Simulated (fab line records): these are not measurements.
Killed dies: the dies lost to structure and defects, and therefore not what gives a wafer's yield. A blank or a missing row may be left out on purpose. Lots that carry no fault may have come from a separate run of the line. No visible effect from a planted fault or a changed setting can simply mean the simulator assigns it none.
Matching of chambers | flow n5Finfet | 3 sister chambers for N5_FIN_SAQP_PECVD_48 on pecvd-03
The step deposits SiNx from SiH4/NH3/N2, target thk 25 nm, time 22.1 s. 6 wafers are shown with their chamber, then 8 later ones without.

## WAFERS WITH THEIR CHAMBER
wafer  | chamber | throttleValvePct (%) | showerheadPlenumPTorr (Torr)
L079.2 | 0       | 38.7                 | 5.08
L079.5 | 2       | 36.4                 | 5.15
L081.3 | 2       | 36.4                 | 5.16
L081.4 | 1       | 40.4                 | 5.06
L081.6 | 0       | 39.0                 | 5.07
L089.2 | 1       | 40.4                 | 5.05

## WAFERS WHOSE CHAMBER IS MISSING
wafer  | throttleValvePct (%) | showerheadPlenumPTorr (Torr)
L089.4 | 36.4                 | 5.15
L089.5 | 40.4                 | 5.06
L094.3 | 40.2                 | 5.04
L094.5 | 40.4                 | 5.03
L094.6 | 38.9                 | 5.09
L095.1 | 40.2                 | 5.04
L095.3 | 36.5                 | 5.16
L095.6 | 36.8                 | 5.14

## THE CHAMBER EACH PASSED THROUGH
wafer  | from the rows above | in truth
L089.4 | 2                   | 2
L089.5 | 1                   | 1
L094.3 | 1                   | 1
L094.5 | 1                   | 1
L094.6 | 0                   | 0
L095.1 | 1                   | 1
L095.3 | 2                   | 2
L095.6 | 2                   | 2
Placed correctly: 8 of 8. Left unplaced by these rows: 0. 0 placed wrongly.
How it was worked out, from the rows above alone: a wafer's distance from a chamber is the root of the sum, over the readings, of the square of ((its reading less the chamber's mean) divided by the reading's scatter). The wafer belongs to the nearest chamber; if the next one is less than 2 further off, it can't be placed. Each chamber's mean is taken over the wafers shown for it. The scatter is the square root of a quotient: the sum, over the shown wafers, of each reading's squared deviation from its chamber's mean, divided by wafers minus chambers.
